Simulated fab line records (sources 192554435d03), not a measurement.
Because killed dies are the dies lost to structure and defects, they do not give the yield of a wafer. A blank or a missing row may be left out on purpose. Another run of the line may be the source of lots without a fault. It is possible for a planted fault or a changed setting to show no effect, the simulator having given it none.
fab line records ; flow n5_finfet
[record] lots = 10; wafers = 29; last_day = 18
route steps=1938 shown SD_EPI_N@281 BEOL_M4@1094 BEOL_M5@1112
lots untouched by any fault: they come from a run of this same line in which no faults occurred
start_h: hours from the record's first day to the start of the lot's first wafer shown ; wait_h: hours since the lot's step before ; " same as the row above ; L1.1+2: a single row standing in for several wafers ; - value missing, or start not given ; * or withheld: withheld ; < > ~ a bound
route shown NAME@n: a module of which the file shows steps, and the number in the route of the first ; usual: mean/standard deviation taken from wafers without a fault ; same: alike in all rows ; chamber/n: place in a boat ; sites: each site's reading ; _std_site: the values' standard deviation ; _edge_site: inner sites' mean taken away from outer sites' mean ; radius_mm: how far each site lies from the wafer's centre ; mask NAME#n: copy n ; behind: the most recent tool/chamber to have shaped the wafer ; hold: the reason the lot was held/the length of the hold in hours/how it ended ; device: whichever transistor did not switch (one of n, p or np) ; end of line: tests run on the same wafers once the route is complete ; where a step has no rows: the recipe by itself ; killed: count of dies lost to structure and defects at first sort (not the wafer's yield) ; map: the dies of a wafer, with x for killed, . for not killed, _ for no die there
set.NAME: the run value of the setting; set.NAME@STEP: its run value at that earlier step ; model.NAME: the simulator's own value behind a step, which no gauge read
the route's steps for a sample of lots (tables are steps, rows are wafers)
services: the hour from which a tool's chamber was out of use, counted from the record's first day as start_h (under 0 if before that day), plus the number of hours and why
[[steps]]
[step N5_SD_EPI_N_SD_RECESS_17]
[recipe] chemistry = HBr/Cl2/O2; target_depth_a = 410; mask_material = SOC; time_s = 23.7; bt_time_s = 3; pressure_mtorr = 10; icp_w = 800; bias_w = 112; HBr_flow_sccm = 150; Cl2_flow_sccm = 80; O2_flow_sccm = 12
[usual] drypump_motor_current_A = 5.7/0.49; oes_product_au = 1.001/0.017; throttle_valve_pct = 36.8/0.36
lot.wafer;tool;chamber;start_h;wait_h;drypump_motor_current_A;oes_product_au;rf_hours_counter_h;throttle_valve_pct
L102.3;rie_si-05;3;51.04;0.0;6.0;1.017;167;37.0
L102.4;rie_si-05;1;51.04;0.0;6.1;1.033;107;36.4
L102.6;rie_si-05;3;51.04;0.0;6.0;1.014;-;37.0
L103.1;rie_si-05;3;55.40;0.0;6.0;1.031;167;37.0
L103.3;rie_si-05;0;55.40;0.0;6.1;0.979;175;37.1
L103.5;rie_si-05;3;55.40;0.0;6.0;1.025;-;37.0
L104.3;rie_si-05;2;62.05;0.0;5.3;1.023;45;36.4
L104.5;rie_si-05;3;62.05;0.0;6.0;1.020;-;37.0
L104.6;rie_si-05;2;62.05;0.0;5.3;1.011;-;36.5
L105.1;rie_si-04;3;70.74;0.0;5.5;0.983;86;36.3
L105.2;rie_si-04;0;70.74;0.0;5.6;0.963;27;37.2
L105.6;rie_si-04;3;70.74;0.0;5.5;0.986;-;36.3
L108.1;rie_si-05;0;85.37;0.0;6.1;0.977;176;37.1
L108.2;rie_si-05;1;85.37;0.0;6.1;1.021;108;36.4
L110.4;rie_si-05;3;97.49;0.0;6.0;1.009;168;37.0
L110.5;rie_si-05;1;97.49;0.0;6.1;1.037;-;36.4
L110.6;rie_si-05;2;97.49;0.0;5.3;1.021;-;36.5
L112.1;rie_si-05;0;114.91;0.0;6.1;0.976;176;37.1
L112.4;rie_si-05;1;114.91;0.0;6.1;1.036;108;36.4
L112.6;rie_si-05;1;114.91;0.0;6.1;1.030;-;36.4
L117.3;rie_si-04;3;141.67;0.0;5.5;0.983;88;36.3
L117.4;rie_si-04;2;141.67;0.0;5.4;1.000;11;36.6
L117.6;rie_si-04;3;141.67;0.0;5.5;0.978;-;36.3
L118.2;rie_si-04;3;147.27;0.0;5.5;0.981;88;36.3
L118.4;rie_si-04;0;147.27;0.0;5.7;0.974;29;37.2
L118.6;rie_si-04;3;147.27;0.0;5.5;0.989;-;36.3
L124.2;rie_si-05;1;182.14;0.0;6.1;1.036;109;36.4
L124.4;rie_si-05;0;182.14;0.0;6.1;0.981;178;37.1
L124.6;rie_si-05;0;182.14;0.0;6.1;0.983;-;37.1
[step N5_BEOL_M4_SPUTTER_90]
[recipe] material = Cu; target_thk_a = 45; temp_c = -20; chamber_pressure_pa = 0.07; power_w = withheld; time_s = 8.29
[usual] chuck_gas_flow_sccm = 1.27/0.053; throttle_valve_pct = 30.1/0.95
lot.wafer;tool;chamber;start_h;wait_h;chuck_gas_flow_sccm;throttle_valve_pct
L102.3;pvd_sputter-02;-;167.64;0.1;1.28;30.7
L102.4;pvd_sputter-02;-;167.64;0.1;1.35;29.0
L102.6;pvd_sputter-02;-;167.64;0.1;1.32;30.5
L103.1;pvd_sputter-02;-;176.84;0.1;1.34;31.7
L103.3;pvd_sputter-02;-;176.84;0.1;1.24;30.7
L103.5;pvd_sputter-02;-;176.84;0.1;1.27;31.7
L104.3;pvd_sputter-02;-;186.68;0.1;1.24;30.4
L104.5;pvd_sputter-02;-;186.68;0.1;1.33;30.1
L104.6;pvd_sputter-02;-;186.68;0.1;1.23;30.3
L105.1;pvd_sputter-01;-;191.31;0.1;1.26;30.0
L105.2;pvd_sputter-01;-;191.31;0.1;1.33;29.5
L105.6;pvd_sputter-01;-;191.31;0.1;1.30;29.8
L108.1;pvd_sputter-02;-;215.93;0.1;1.26;29.1
L108.2;pvd_sputter-02;-;215.93;0.1;1.29;30.1
L110.4;pvd_sputter-03;-;219.48;0.1;1.20;29.4
L110.5;pvd_sputter-03;-;219.48;0.1;1.28;29.8
L110.6;pvd_sputter-03;-;219.48;0.1;1.29;29.2
L112.1;pvd_sputter-02;-;232.81;0.1;1.26;29.4
L112.4;pvd_sputter-02;-;232.81;0.1;1.34;30.2
L112.6;pvd_sputter-02;-;232.81;0.1;1.26;31.9
L117.3;pvd_sputter-03;-;266.16;0.1;1.18;28.2
L117.4;pvd_sputter-03;-;266.16;0.1;1.21;29.5
L117.6;pvd_sputter-03;-;266.16;0.1;1.26;29.2
L118.2;pvd_sputter-02;-;267.24;0.1;1.30;30.6
L118.4;pvd_sputter-02;-;267.24;0.1;1.21;30.2
L118.6;pvd_sputter-02;-;267.24;0.1;1.34;30.2
L124.2;pvd_sputter-01;-;309.79;0.1;1.28;30.7
L124.4;pvd_sputter-01;-;309.79;0.1;1.25;29.9
L124.6;pvd_sputter-01;-;309.79;0.1;1.23;30.4
[step N5_BEOL_M4_RC_MEAS_101]
[usual] CJ_N = 4.35/0.093; DIBL_N = 36.0/2; DIBL_P = 36.2/2.2; IOFF_N = 0.16/0.034; IOFF_P = 0.21/0.04; ION_N = 675/12; ION_P = 463/7.2; SS_N = 71.6/0.6; SS_P = 73.3/0.67; VT_N = 250/3; VT_P = -251/3.4
lot.wafer;tool;chamber;start_h;wait_h;CJ_N;DIBL_N[mV/V];DIBL_P[mV/V];IOFF_N[nA/um];IOFF_P[nA/um];ION_N[uA/um];ION_P[uA/um];SS_N[mV/dec];SS_P[mV/dec];VT_N[mV];VT_P[mV]
L102.3;prober-02;0;169.71;0.3;4.36;37.7;36.6;0.17;0.21;670;452;72.3;74.3;251;-252
L102.4;prober-02;0;169.71;0.3;4.29;35.6;34.6;0.12;0.18;662;457;72.2;73.1;253;-255
L102.6;prober-02;0;169.71;0.3;4.31;35.6;34.4;0.14;0.18;650;451;71.8;73.6;250;-256
L103.1;prober-01;0;178.60;0.0;4.44;38.6;39.1;0.22;0.26;692;468;71.6;73.7;248;-250
L103.3;prober-01;0;178.60;0.0;4.33;37.0;37.7;0.19;0.24;684;467;71.2;73.8;246;-248
L103.5;prober-01;0;178.60;0.0;4.45;36.2;36.8;0.18;0.22;683;464;71.8;73.9;245;-250
L104.3;prober-02;0;188.79;0.3;4.36;33.9;35.7;0.13;0.18;667;460;71.1;73.1;251;-252
L104.5;prober-02;0;188.79;0.3;4.42;35.8;37.6;0.15;0.19;680;460;71.4;73.6;248;-253
L104.6;prober-02;0;188.79;0.3;4.26;33.0;34.6;0.11;0.16;648;445;71.1;72.9;255;-255
L105.1;prober-02;0;193.11;0.0;4.30;36.7;38.3;0.18;0.23;680;465;71.9;72.7;249;-249
L105.2;prober-02;0;193.11;0.0;4.15;34.7;36.3;0.15;0.20;669;461;71.4;72.7;251;-252
L105.6;prober-02;0;193.11;0.0;4.24;35.8;37.5;0.16;0.21;669;460;71.4;72.5;248;-252
L108.1;prober-02;0;217.79;0.0;4.27;35.0;36.6;0.15;0.19;669;457;71.6;72.8;250;-255
L108.2;prober-02;0;217.79;0.0;4.02;34.7;36.6;0.14;0.18;666;455;71.9;73.2;251;-254
L110.4;prober-01;0;221.73;0.5;4.42;36.0;34.2;0.13;0.16;669;453;71.8;73.8;254;-255
L110.5;prober-01;0;221.73;0.5;4.36;38.7;37.7;0.18;0.20;673;453;72.5;73.7;253;-253
L110.6;prober-01;0;221.73;0.5;3.83;36.0;36.6;0.13;0.19;664;460;71.8;73.5;254;-254
L112.1;prober-02;0;234.64;0.0;4.28;35.9;37.2;0.18;0.21;686;464;71.9;73.5;248;-253
L112.4;prober-02;0;234.64;0.0;4.43;36.1;37.2;0.19;0.22;687;464;71.7;73.9;248;-251
L112.6;prober-02;0;234.64;0.0;4.00;35.4;37.4;0.17;0.22;680;462;71.7;73.7;249;-252
L117.3;prober-01;0;268.27;0.3;4.35;35.6;35.2;0.16;0.23;679;463;71.4;73.3;251;-246
L117.4;prober-01;0;268.27;0.3;4.52;39.0;39.3;0.24;0.31;697;477;72.2;74.0;246;-245
L117.6;prober-01;0;268.27;0.3;4.35;35.0;34.8;0.16;0.22;673;461;71.5;73.1;249;-247
L118.2;prober-01;0;269.60;0.2;4.29;37.9;38.1;0.19;0.26;691;474;72.3;73.6;248;-245
L118.4;prober-01;0;269.60;0.2;4.28;37.9;37.8;0.19;0.26;697;472;72.0;73.1;245;-245
L118.6;prober-01;0;269.60;0.2;4.28;36.9;36.9;0.17;0.23;681;464;71.6;73.2;248;-249
L124.2;prober-01;0;311.77;0.2;4.47;39.8;39.3;0.24;0.29;696;470;72.4;74.2;243;-246
L124.4;prober-01;0;311.77;0.2;4.32;35.9;36.6;0.17;0.23;690;464;71.0;72.5;247;-247
L124.6;prober-01;0;311.77;0.2;4.30;35.3;35.1;0.15;0.21;669;467;71.4;72.7;251;-252
[step N5_BEOL_M5_ILD_DEP_00]
[recipe] material = SiCOH_lowk; target_thk_a = 1406.4; temp_c = 300; precursor = DEMS/porogen; pressure_torr = 5; rf_w = 500; time_s = 25.9
[usual] heater_power_w = 297/48; showerhead_plenum_p_Torr = 5.740/0.02; throttle_valve_pct = 13.5/0.68
lot.wafer;tool;chamber;start_h;wait_h;heater_power_w;showerhead_plenum_p_Torr;throttle_valve_pct
L102.3;pecvd-03;0;170.36;0.5;352;5.745;13.2
L102.4;pecvd-03;0;170.36;0.5;361;5.742;13.5
L102.6;pecvd-03;1;170.36;0.5;270;5.708;13.3
L103.1;pecvd-03;2;179.58;0.8;269;5.728;14.6
L103.3;pecvd-03;0;179.58;0.8;297;5.767;13.5
L103.5;pecvd-03;2;179.58;0.8;266;5.747;15.1
L104.3;pecvd-02;0;189.44;0.5;279;5.729;14.7
L104.5;pecvd-02;1;189.44;0.5;190;5.719;13.8
L104.6;pecvd-02;0;189.44;0.5;277;5.730;14.4
L105.1;pecvd-02;1;194.07;0.8;218;5.716;13.9
L105.2;pecvd-02;0;194.07;0.8;253;5.739;14.7
L105.6;pecvd-02;0;194.07;0.8;252;5.722;14.4
L108.1;pecvd-03;1;218.75;0.8;317;5.714;13.5
L108.2;pecvd-03;0;218.75;0.8;351;5.762;13.3
L110.4;pecvd-02;0;222.25;0.4;242;5.726;14.3
L110.5;pecvd-02;1;222.25;0.4;187;5.720;13.8
L110.6;pecvd-02;2;222.25;0.4;333;5.769;12.4
L112.1;pecvd-04;1;235.60;0.8;391;5.749;14.0
L112.4;pecvd-04;0;235.60;0.8;261;5.773;13.0
L112.6;pecvd-04;1;235.60;0.8;396;5.757;14.4
L117.3;pecvd-04;2;268.94;0.5;270;5.737;12.9
L117.4;pecvd-04;0;268.94;0.5;292;5.759;12.9
L117.6;pecvd-04;2;268.94;0.5;274;5.757;13.0
L118.2;pecvd-02;1;270.41;0.7;213;5.716;14.0
L118.4;pecvd-02;0;270.41;0.7;270;5.730;14.6
L118.6;pecvd-02;0;270.41;0.7;279;5.725;14.4
L124.2;pecvd-04;1;312.58;0.7;339;5.744;14.3
L124.4;pecvd-04;1;312.58;0.7;351;5.750;14.2
L124.6;pecvd-04;0;312.58;0.7;290;5.750;13.0
[step N5_BEOL_M5_HM_DEP_02]
[recipe] material = TiN; target_thk_a = 200; temp_c = 25; chamber_pressure_pa = 0.49996
[usual] throttle_valve_pct = 29.8/0.95
lot.wafer;tool;chamber;start_h;wait_h;throttle_valve_pct
L102.3;pvd_sputter-03;-;174.55;3.6;28.1
L102.4;pvd_sputter-03;-;174.55;3.6;30.3
L102.6;pvd_sputter-03;-;174.55;3.6;28.3
L103.1;pvd_sputter-01;-;180.90;0.7;29.9
L103.3;pvd_sputter-01;-;180.90;0.7;31.3
L103.5;pvd_sputter-01;-;180.90;0.7;31.3
L104.3;pvd_sputter-01;-;192.17;2.1;30.5
L104.5;pvd_sputter-01;-;192.17;2.1;30.8
L104.6;pvd_sputter-01;-;192.17;2.1;29.1
L105.1;pvd_sputter-01;-;195.39;0.7;31.2
L105.2;pvd_sputter-01;-;195.39;0.7;29.8
L105.6;pvd_sputter-01;-;195.39;0.7;30.6
L108.1;pvd_sputter-03;-;220.46;1.1;30.3
L108.2;pvd_sputter-03;-;220.46;1.1;29.2
L110.4;pvd_sputter-02;-;224.01;1.1;30.0
L110.5;pvd_sputter-02;-;224.01;1.1;30.4
L110.6;pvd_sputter-02;-;224.01;1.1;31.8
L112.1;pvd_sputter-02;-;237.43;1.2;31.5
L112.4;pvd_sputter-02;-;237.43;1.2;29.3
L112.6;pvd_sputter-02;-;237.43;1.2;29.3
L117.3;pvd_sputter-03;-;270.93;1.3;29.4
L117.4;pvd_sputter-03;-;270.93;1.3;29.3
L117.6;pvd_sputter-03;-;270.93;1.3;28.4
L118.2;pvd_sputter-03;-;271.57;0.5;29.2
L118.4;pvd_sputter-03;-;271.57;0.5;30.2
L118.6;pvd_sputter-03;-;271.57;0.5;28.3
L124.2;pvd_sputter-02;-;313.86;0.7;31.7
L124.4;pvd_sputter-02;-;313.86;0.7;30.2
L124.6;pvd_sputter-02;-;313.86;0.7;29.3
[[services]]
tool;chamber;start_h;hours;kind
pvd_sputter-02;-;33.97;1.4;repair
pecvd-03;-;43.67;0.9;repair
pecvd-02;1;74.20;5.5;scheduled_down
pecvd-04;-;80.50;2.7;repair
rie_si-04;3;86.45;2.3;repair
pecvd-02;-;144.48;2.8;pm
pecvd-04;2;150.65;5.5;scheduled_down
pecvd-02;0;159.36;2.1;scheduled_down
pecvd-02;-;177.29;1.3;repair
pecvd-04;2;179.89;4.6;scheduled_down
rie_si-04;0;197.41;18.0;repair
pecvd-02;0;199.26;5.5;scheduled_down
pecvd-04;2;233.81;14.8;repair
pecvd-04;-;237.05;0.8;repair
pecvd-03;-;255.45;3.2;repair
pecvd-03;0;264.70;12.5;repair
pecvd-04;-;264.72;2.1;repair
pecvd-02;2;268.35;5.5;scheduled_down
pvd_sputter-01;-;272.12;7.8;repair
pecvd-03;0;286.79;6.2;repair
pecvd-03;1;289.53;4.4;repair
rie_si-05;0;308.54;-;clean
rie_si-05;0;308.54;12.6;scheduled_down
rie_si-05;0;308.54;12.6;vent_cycle
[[key]]
[first_sign] step = N5_BEOL_M4_RC_MEAS_101; reading = CJ_N; direction = down; sigmas = 4.3; usual = 4.35; struck = 3.95
effect none on later readings
met_at N5_SD_EPI_N_SD_RECESS_17
struck_lots L108,L110,L112
struck_wafers L108.2,L110.6,L112.6
not_acting_at N5_BEOL_M4_SPUTTER_90,N5_BEOL_M5_ILD_DEP_00,N5_BEOL_M5_HM_DEP_02
onset_between 62.05 85.37
[fault] kind = process_parameter_drift; tool = rie_si-05; chamber = -; onset_h = 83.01; steps = N5_SD_EPI_N_SD_RECESS_17; channel = time_s; offset = *; shape = step; end_h = 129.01; scope = struck_wafers_only; acts_in = *; stated = *
